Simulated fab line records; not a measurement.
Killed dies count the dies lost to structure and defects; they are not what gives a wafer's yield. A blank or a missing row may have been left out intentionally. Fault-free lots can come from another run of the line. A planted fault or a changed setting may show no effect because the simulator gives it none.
fab line records	flow n5Finfet
record lots=11	wafers=28	lastDay=18
route steps=1938 shown GATE_CUT@490 PASSIVATION@1936
lots that met no fault: from a run of the same line without faults
startH: start of the lot's first displayed wafer, in hours after the record's first day	waitH: hours from the lot's prior step to this one	" repeats the value in the row above	L1.1+2: one row covering several wafers at once	- no value present, or no start provided	* or withheld: withheld	< > ~ a bound
route shown NAME@n: a module of which the file shows steps, and the number in the route of the first	usual: mean and standard deviation over wafers with no fault	same: alike in all rows	chamber/n: place in a boat	sites: per-site readings	_std_site: how widely they spread, as a standard deviation	_edge_site: mean of outer sites minus mean of inner sites	radiusMm: for every site, how far away it sits from the centre of the wafer	mask NAME#n: copy n	behind: tool/chamber where the wafer was last shaped	hold: what put the lot on hold/how long, in hours/how the hold closed	device: whichever transistor did not switch (one of n, p or np)	end of line: the tests these same wafers got at the end of their route	where a step has no rows: the recipe by itself	killed: count of dies lost to structure and defects at first sort (not the wafer's yield)	map: shows each die of a wafer: x if killed, . if not, _ if none is there
set.NAME: the run value of the setting; set.NAME@STEP: its run value at that earlier step	model.NAME: the simulator's own value behind a step, which no gauge read
route steps across a sampled set of lots; one table per step, one row per wafer
services: from which hour (startH, from the record's first day; less than 0 if before it) a tool's chamber was out of use, for how many hours, and why
## steps
# step N5_GATE_CUT_DESCUM_18
# recipe chemistry=O2	timeS=7	sourcePowerW=50	biasPowerW=20	pressureMtorr=20	rfFrequencyHz=2.712e+07	tempC=40	resist=CAR-EUV	o2FlowSccm=225
# usual biasPowerW=19.99/0.06	chamberPressureMTorr=20.000/0.018	drypumpMotorCurrentA=5.8/0.32	oesProductAu=0.77/0.082	rfVppV=242.5/1.4	showerheadPlenumPTorr=2.05/0.078	throttleValvePct=20.42/0.22
lot.wafer	tool	chamber	startH	waitH	biasPowerW	chamberPressureMTorr	drypumpMotorCurrentA	oesProductAu	rfHoursCounterH	rfVppV	showerheadPlenumPTorr	throttleValvePct
L381.1	rieDiel-04	0	83.71	0.2	20.03	20.015	5.4	0.79	134	242.8	1.99	19.95
L381.2	"	3	"	"	20.03	20.035	5.6	0.82	87	242.7	1.96	20.19
L381.3	"	2	"	"	20.00	19.994	6.1	0.72	217	243.8	2.14	20.63
L382.1	rieDiel-03	1	93.93	0.0	19.99	19.954	5.6	0.75	165	242.8	2.01	20.75
L382.4	"	2	"	"	20.01	20.005	6.5	0.70	-	241.4	2.09	20.42
L382.6	"	1	"	"	19.94	20.003	5.6	0.75	-	241.6	2.01	20.74
L384.5	rieDiel-03	0	104.66	0.0	20.07	20.020	5.8	0.92	-	243.2	2.14	20.53
L384.6	"	1	"	"	19.93	20.002	5.6	0.74	-	242.6	2.00	20.74
L387.2	rieDiel-04	2	123.58	0.0	20.00	19.985	6.1	0.71	231	245.4	2.14	20.65
L387.5	"	0	"	"	20.00	20.004	5.4	0.77	-	241.2	1.98	19.97
L389.1	rieDiel-03	2	134.67	0.0	20.06	20.011	6.5	0.69	238	242.6	2.08	20.42
L389.6	"	1	"	"	19.92	19.990	5.6	0.74	-	241.1	2.00	20.74
L395.3	rieDiel-03	2	172.90	0.3	19.94	20.014	6.5	0.68	249	243.3	2.08	20.45
L395.5	"	2	"	"	20.03	20.015	6.5	0.68	-	243.5	2.08	20.47
L396.2	rieDiel-03	0	175.90	0.0	19.97	19.996	5.8	0.89	31	241.9	2.13	20.56
L396.4	"	1	"	"	19.92	19.997	5.6	0.73	-	241.5	2.00	20.77
L396.5	"	3	"	"	19.95	20.016	5.5	0.71	-	241.7	1.97	20.22
L397.1	rieDiel-03	0	184.11	0.0	20.02	20.019	5.9	0.88	34	244.1	2.13	20.58
L397.3	"	3	"	"	20.10	19.981	5.5	0.70	237	241.6	1.97	20.23
L400.2	rieDiel-04	0	202.33	0.2	19.98	19.997	5.4	0.74	174	242.2	1.97	20.02
L400.4	"	0	"	"	20.03	19.984	5.4	0.75	-	241.6	1.97	19.98
L400.6	"	3	"	"	19.94	20.008	5.7	0.78	-	241.4	1.95	20.26
L402.1	rieDiel-04	3	210.46	0.0	20.13	19.984	5.6	0.78	125	242.0	1.94	20.26
L402.4	"	3	"	"	19.98	20.001	5.6	0.78	-	240.6	1.94	20.26
L402.6	"	3	"	"	20.07	20.008	5.6	0.78	-	240.4	1.94	20.25
L404.2	rieDiel-06	2	229.40	0.0	20.04	20.009	5.9	0.96	0	243.3	2.12	19.96
L404.5	"	3	"	"	19.90	19.994	5.9	0.76	-	240.7	2.02	20.58
L404.6	"	2	"	"	20.05	19.987	5.9	0.98	-	243.6	2.12	19.97
# step N5_GATE_CUT_ETCH_28
# recipe chemistry=N2/H2	target=underlayer	targetDepthA=130	maskMaterial=CAR-EUV	timeS=10.4	ionEnergyEv=200	pressureMtorr=30	sourceW=840	biasW=150	n2FlowSccm=200	h2FlowSccm=200	ends=cleared
# usual chamberPressureMTorr=30.00/0.031	drypumpMotorCurrentA=5.8/0.32	etchRfOnTimeS=10.4/0.38	oesProductAu=0.66/0.073	rfVppV=522.6/2.6	showerheadPlenumPTorr=2.48/0.093	throttleValvePct=17.80/0.22
lot.wafer	tool	chamber	startH	waitH	chamberPressureMTorr	drypumpMotorCurrentA	etchRfOnTimeS	oesProductAu	rfHoursCounterH	rfVppV	showerheadPlenumPTorr	throttleValvePct
L381.1	rieDiel-04	0	83.74	0.0	29.99	5.4	10.3	0.67	134	521.1	2.43	17.53
L381.2	"	3	"	"	29.99	5.6	10.4	0.70	87	519.1	2.35	17.43
L381.3	"	2	"	"	30.02	6.1	10.6	0.60	217	525.1	2.62	18.05
L382.1	rieDiel-03	1	93.97	0.0	29.97	5.6	10.0	0.65	165	522.6	2.42	18.07
L382.4	"	2	"	"	29.97	6.5	10.4	0.59	-	523.6	2.49	17.52
L382.6	"	1	"	"	29.99	5.6	10.1	0.65	-	520.1	2.42	18.06
L384.5	rieDiel-03	0	104.69	0.0	30.07	5.9	9.9	0.80	-	527.8	2.59	18.00
L384.6	"	1	"	"	30.02	5.6	10.2	0.65	-	521.4	2.42	18.07
L387.2	rieDiel-04	2	123.62	0.0	29.96	6.0	10.6	0.59	231	526.8	2.61	18.09
L387.5	"	0	"	"	30.00	5.4	10.4	0.65	-	522.3	2.42	17.57
L389.1	rieDiel-03	2	134.70	0.0	30.03	6.6	10.4	0.59	238	522.4	2.48	17.55
L389.6	"	1	"	"	29.98	5.6	10.0	0.64	-	521.2	2.42	18.10
L395.3	rieDiel-03	2	172.94	0.0	30.01	6.5	6.6	0.78	249	522.0	2.48	17.62
L395.5	"	2	"	"	30.02	6.6	6.6	0.78	-	521.5	2.48	17.59
L396.2	rieDiel-03	0	175.94	0.0	30.00	5.9	9.8	0.78	31	524.6	2.59	18.04
L396.4	"	1	"	"	30.04	5.6	10.0	0.64	-	520.3	2.41	18.11
L396.5	"	3	"	"	29.99	5.5	6.5	0.79	-	517.9	2.40	17.78
L397.1	rieDiel-03	0	184.15	0.0	29.96	5.9	9.8	0.77	34	526.1	2.58	18.05
L397.3	"	3	"	"	29.95	5.5	6.6	0.78	237	518.7	2.40	17.78
L400.2	rieDiel-04	0	202.37	0.0	30.01	5.4	10.4	0.64	174	522.4	2.41	17.60
L400.4	"	0	"	"	29.99	5.5	10.5	0.63	-	522.9	2.41	17.61
L400.6	"	3	"	"	29.94	5.7	10.4	0.67	-	519.9	2.34	17.50
L402.1	rieDiel-04	3	210.52	0.0	29.99	5.6	10.3	0.66	125	518.9	2.34	17.51
L402.4	"	3	"	"	29.95	5.6	10.3	0.66	-	519.1	2.34	17.53
L402.6	"	3	"	"	30.03	5.6	10.3	0.67	-	520.3	2.34	17.51
L404.2	rieDiel-06	2	229.44	0.0	29.95	5.9	10.5	0.82	0	526.2	2.61	17.55
L404.5	"	3	"	"	29.99	6.0	10.3	0.65	-	520.5	2.42	17.77
L404.6	"	2	"	"	30.02	5.9	10.5	0.81	-	525.1	2.61	17.56
# step N5_GATE_CUT_CUT_ETCH_53
# recipe chemistry=SF6/Cl2	target=W	maskMaterial=SiO2	targetDepthA=792	pressureMtorr=8	icpW=900	biasW=80	SF6_flow_sccm=40	Cl2_flow_sccm=60	ends=cleared
# usual chamberPressureMTorr=8.001/0.0071	drypumpMotorCurrentA=5.7/0.34	etchRfOnTimeS=26.2/0.71	oesProductAu=0.71/0.086	throttleValvePct=28.8/0.33
lot.wafer	tool	chamber	startH	waitH	chamberPressureMTorr	drypumpMotorCurrentA	etchRfOnTimeS	oesProductAu	rfHoursCounterH	throttleValvePct
L381.1	rieMetal-02	1	84.10	0.1	7.998	6.3	26.9	0.70	31	28.2
L381.2	"	0	"	"	8.003	5.7	27.4	0.68	39	28.4
L381.3	"	1	"	"	8.002	6.3	27.0	0.70	-	28.2
L382.1	rieMetal-03	1	94.32	0.1	8.003	6.0	25.3	0.74	32	29.1
L382.4	"	0	"	"	7.998	5.6	26.5	0.72	-	28.7
L382.6	"	1	"	"	8.000	5.9	25.2	0.75	-	29.1
L384.5	rieMetal-01	1	105.08	0.1	8.002	5.5	26.5	0.55	-	28.7
L384.6	"	0	"	"	8.007	5.2	25.4	0.89	-	29.1
L387.2	rieMetal-03	1	123.98	0.1	8.007	5.9	25.4	0.73	35	29.1
L387.5	"	1	"	"	8.004	6.0	25.4	0.73	-	29.1
L389.1	rieMetal-01	0	135.06	0.1	8.005	5.2	25.4	0.86	5	29.1
L389.6	"	0	"	"	8.001	5.2	25.2	0.87	-	29.1
L395.3	rieMetal-01	0	173.31	0.1	8.000	5.1	25.3	0.85	-	29.1
L395.5	"	0	"	"	7.996	5.2	25.2	0.84	-	29.1
L396.2	rieMetal-01	0	176.30	0.1	7.997	5.1	25.3	0.84	8	29.1
L396.4	"	1	"	"	8.000	5.5	26.4	0.54	-	28.7
L396.5	"	0	"	"	7.994	5.2	25.4	0.84	-	29.1
L397.1	rieMetal-03	0	184.51	0.1	7.997	5.6	26.2	0.69	42	28.7
L397.3	"	1	"	"	8.000	5.9	25.3	0.72	-	29.1
L400.2	rieMetal-03	1	202.73	0.1	7.999	5.9	25.2	0.72	41	29.1
L400.4	"	1	"	"	7.998	6.0	24.9	0.72	-	29.1
L400.6	"	1	"	"	8.011	6.0	25.2	0.72	-	29.1
L402.1	rieMetal-02	1	211.04	0.1	7.993	6.3	26.7	0.68	43	28.2
L402.4	"	0	"	"	8.001	5.6	27.2	0.66	-	28.4
L402.6	"	0	"	"	8.001	5.6	27.2	0.66	-	28.4
L404.2	rieMetal-01	1	229.80	0.1	8.005	5.5	26.5	0.86	3	29.0
L404.5	"	0	"	"	7.989	5.2	25.7	0.81	-	29.1
L404.6	"	1	"	"	7.990	5.4	26.7	0.86	-	29.0
# step N5_GATE_CUT_CUT_ETCH_54
# recipe chemistry=Cl2/BCl3	target=TiN	maskMaterial=SiO2	targetDepthA=967	pressureMtorr=10	icpW=1000	biasW=126	Cl2_flow_sccm=53.25	bcl3FlowSccm=21.75	Ar_flow_sccm=25	ends=cleared
# usual chamberPressureMTorr=10.000/0.0088	drypumpMotorCurrentA=5.7/0.34	etchRfOnTimeS=36.5/0.95	oesProductAu=0.71/0.086	throttleValvePct=22.12/0.22
lot.wafer	tool	chamber	startH	waitH	chamberPressureMTorr	drypumpMotorCurrentA	etchRfOnTimeS	oesProductAu	rfHoursCounterH	throttleValvePct
L381.1	rieMetal-02	1	84.16	0.0	10.010	6.3	37.6	0.71	31	21.69
L381.2	"	0	"	"	9.978	5.6	38.1	0.68	39	21.99
L381.3	"	1	"	"	9.997	6.3	38.0	0.70	-	21.72
L382.1	rieMetal-03	1	94.38	0.0	10.002	5.9	35.5	0.74	32	22.27
L382.4	"	0	"	"	10.004	5.6	36.7	0.72	-	21.94
L382.6	"	1	"	"	10.006	5.9	35.8	0.74	-	22.29
L384.5	rieMetal-01	1	105.14	0.0	10.006	5.5	36.6	0.55	-	22.30
L384.6	"	0	"	"	10.006	5.2	35.6	0.89	-	22.35
L387.2	rieMetal-03	1	124.04	0.0	10.003	5.9	35.1	0.73	35	22.28
L387.5	"	1	"	"	9.990	6.0	35.1	0.74	-	22.29
L389.1	rieMetal-01	0	135.12	0.0	9.990	5.2	35.4	0.86	5	22.35
L389.6	"	0	"	"	9.995	5.2	35.7	0.86	-	22.36
L395.3	rieMetal-01	0	173.37	0.0	10.001	5.2	35.7	0.83	-	22.36
L395.5	"	0	"	"	10.007	5.1	35.4	0.85	-	22.36
L396.2	rieMetal-01	0	176.36	0.0	10.006	5.2	35.5	0.84	9	22.37
L396.4	"	1	"	"	9.997	5.5	36.8	0.54	-	22.30
L396.5	"	0	"	"	10.028	5.2	35.7	0.83	-	22.37
L397.1	rieMetal-03	0	184.57	0.0	10.012	5.6	35.9	0.70	42	21.96
L397.3	"	1	"	"	10.005	5.9	35.0	0.73	-	22.29
L400.2	rieMetal-03	1	202.79	0.0	9.991	5.9	35.6	0.71	41	22.31
L400.4	"	1	"	"	9.995	5.9	35.6	0.72	-	22.31
L400.6	"	1	"	"	10.000	5.9	35.4	0.71	-	22.27
L402.1	rieMetal-02	1	211.10	0.0	10.017	6.3	37.3	0.68	43	21.71
L402.4	"	0	"	"	10.007	5.6	37.9	0.66	-	22.01
L402.6	"	0	"	"	10.002	5.6	38.2	0.66	-	22.02
L404.2	rieMetal-01	1	229.86	0.0	9.984	5.5	36.7	0.87	3	22.32
L404.5	"	0	"	"	9.996	5.2	36.0	0.81	-	22.40
L404.6	"	1	"	"	10.006	5.5	36.7	0.87	-	22.32
# step N5_PASSIVATION_PROBE_49
# usual killed_at_M0_to_M3=34/10	killed_at_M4_up=13/5.4	killedAtContacts=13/6	killedAtFrontEnd=42/13	killedAtOther=4/3.2	killedDies=107/18	killedOpen=69/14	killedShort=35/7.7
# same grossDies=1180	killedAtBackSide=0
lot.wafer	tool	chamber	startH	waitH	killed_at_M0_to_M3	killed_at_M4_up	killedAtContacts	killedAtFrontEnd	killedAtOther	killedDies	killedOpen	killedShort
L402.1	prober-02	-	400.77	0.0	26	20	13	46	3	108	70	33
L402.4	prober-02	-	400.92	0.2	20	16	13	31	1	81	56	25
L402.6	prober-02	-	401.02	0.3	29	13	9	33	2	86	44	38
L400.2	prober-02	-	420.85	0.1	33	16	6	55	1	111	73	36
L400.4	prober-02	-	420.95	0.2	41	6	26	31	9	113	70	41
L400.6	prober-02	-	421.05	0.3	17	12	13	39	3	84	52	30
# killed by level:class
L402.1 STI_FIN_REVEAL:geometricParticle:open=20 MOL_CONTACT_COAG:geometricParticle:open=9 BEOL_M4:geometricParticle:open=8 BEOL_M2:geometricParticle:open=8 STI_FIN_REVEAL:geometricParticle:short=6 FIN_SAQP:geometricParticle:open=4 BEOL_M0_SAQP:geometricParticle:open=4 MOL_CONTACT_COAG:geometricParticle:short=4
L402.4 STI_FIN_REVEAL:geometricParticle:open=13 MOL_CONTACT_COAG:geometricParticle:open=10 BEOL_M4:geometricParticle:open=10 BEOL_M3:geometricParticle:open=5 FIN_SAQP:geometricParticle:short=4 STI_FIN_REVEAL:geometricParticle:short=4 MOL_CONTACT_COAG:geometricParticle:short=3 BEOL_M1:geometricParticle:open=3
L402.6 STI_FIN_REVEAL:geometricParticle:open=11 MOL_CONTACT_COAG:geometricParticle:open=7 BEOL_M0_SAQP:geometricParticle:short=7 STARTING-WAFER:geometricParticle:short=7 BEOL_M1:geometricParticle:short=6 BEOL_M2:geometricParticle:short=5 BEOL_M4:geometricParticle:open=5 BEOL_M2:geometricParticle:open=4
L400.2 FIN_SAQP:geometricParticle:short=12 STI_FIN_REVEAL:geometricParticle:open=11 FIN_SAQP:geometricParticle:open=7 BEOL_M1:geometricParticle:open=7 BEOL_M2:geometricParticle:open=7 DUMMY_GATE:geometricParticle:open=6 BEOL_M3:geometricParticle:open=6 MOL_CONTACT_COAG:geometricParticle:open=5
L400.4 MOL_CONTACT_COAG:geometricParticle:open=20 FIN_SAQP:geometricParticle:short=8 STI_FIN_REVEAL:geometricParticle:open=7 BEOL_M0_SAQP:geometricParticle:short=7 BEOL_M2:geometricParticle:open=7 BEOL_M3:geometricParticle:open=7 BEOL_M0_SAQP:geometricParticle:open=6 PAD_METAL:geometricParticle:short=6
L400.6 FIN_SAQP:geometricParticle:open=13 MOL_CONTACT_COAG:geometricParticle:open=10 FIN_SAQP:geometricParticle:short=9 BEOL_M4:geometricParticle:short=7 STI_FIN_REVEAL:geometricParticle:open=4 DUMMY_GATE:geometricParticle:open=4 BEOL_M2:geometricParticle:open=4 MOL_CONTACT_COAG:geometricParticle:short=3
## services
tool	chamber	startH	hours	kind
rieMetal-01	0	64.59	-	clean
rieMetal-01	0	64.59	19.9	scheduledDown
rieMetal-01	0	64.59	19.9	ventCycle
rieDiel-04	0	66.29	10.2	repair
rieDiel-06	1	72.52	-	clean
rieDiel-04	2	90.08	1.8	repair
rieDiel-03	3	92.22	7.2	repair
rieDiel-04	-	136.74	2.8	pm
rieDiel-04	2	157.46	2.1	repair
rieMetal-01	-	167.32	2.4	repair
rieDiel-03	2	175.53	-	clean
rieDiel-03	2	175.53	-	consumableReplace:focusRing
rieDiel-03	2	175.53	31.8	scheduledDown
rieDiel-03	2	175.53	31.8	ventCycle
rieDiel-06	2	178.37	10.6	repair
rieMetal-01	1	182.03	-	clean
rieMetal-01	1	182.03	18.0	scheduledDown
rieMetal-01	1	182.03	18.0	ventCycle
rieDiel-04	2	189.35	-	clean
rieDiel-04	2	189.35	-	consumableReplace:focusRing
rieDiel-04	2	189.35	21.2	scheduledDown
rieDiel-04	2	189.35	21.2	ventCycle
rieDiel-06	-	201.59	2.8	pm
rieDiel-04	0	209.83	5.8	repair
## key
firstSign step=N5_GATE_CUT_ETCH_28	reading=etchRfOnTimeS	direction=down	sigmas=10	usual=*	struck=*
effect none on later readings
metAt N5_GATE_CUT_ETCH_28
struckLots L395,L396,L397
struckWafers L395.3,L395.5,L396.5,L397.3
testerLeftOut L395,L396,L397
baselineLoss step=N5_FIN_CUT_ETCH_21	wafers=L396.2
notActingAt N5_GATE_CUT_DESCUM_18,N5_GATE_CUT_CUT_ETCH_53,N5_GATE_CUT_CUT_ETCH_54
onsetBetween 134.70 172.94
fault kind=processParameterDrift	tool=rieDiel-03	chamber=-	onsetH=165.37	steps=N5_GATE_CUT_ETCH_28	channel=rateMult	offset=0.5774	shape=step	endH=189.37	scope=struckWafersOnly
# testerLeftOut: of these lots the tester's yield and bins aren't shown, on N5 and GAA mostly nor the transistor test; their killed dies are dies lost to structure and defects alone, not to doping, threshold or leakage, so they don't give the yield
# baselineLoss: these wafers lose ten dies or more at that step, a loss of the line's own and not of a fault; the sort's usual values leave them out
